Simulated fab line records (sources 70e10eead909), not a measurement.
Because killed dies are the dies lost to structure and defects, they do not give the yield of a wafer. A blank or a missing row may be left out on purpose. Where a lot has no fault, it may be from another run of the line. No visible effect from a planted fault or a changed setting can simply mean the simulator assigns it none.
Chamber matching    flow nandHarc    NHARC_A_STAIRCASE_ETCH_271 on rieDiel-07 has 4 sister chambers
The step etches the open film in CF4/CHF3. 4 wafers are shown with their chamber, then 10 later ones without.

EACH WAFER AND ITS CHAMBER
wafer   chamber  showerheadPlenumPTorr (Torr)
L086.1  3        1.47
L086.5  2        1.67
L090.1  1        1.60
L090.2  0        1.54

WAFERS WHOSE CHAMBER IS MISSING
wafer   showerheadPlenumPTorr (Torr)
L090.5  1.60
L091.2  1.46
L091.3  1.53
L091.5  1.53
L094.1  1.66
L094.4  1.59
L094.5  1.66
L097.3  1.59
L097.5  1.66
L097.6  1.46

EACH ONE'S CHAMBER
wafer   from the rows above  in truth
L090.5  1                    1
L091.2  3                    3
L091.3  0                    0
L091.5  0                    0
L094.1  2                    2
L094.4  1                    1
L094.5  2                    2
L097.3  1                    1
L097.5  2                    2
L097.6  3                    3
Placed correctly: 10 of 10. Can't be placed from these rows: 0. Placed wrongly: 0.
How it was worked out, from the rows above alone: a wafer's distance from a chamber is the root of the sum, over the readings, of the square of ((its reading less the chamber's mean) divided by the reading's scatter). If the next closest chamber is less than 2 further off than the closest, the wafer can't be placed; otherwise it belongs to the closest. The mean given for a chamber averages the wafers shown for that chamber. The scatter (one wafer shown for each chamber): square how far every hidden wafer sits from the nearest shown wafer, average those squares and take the square root.
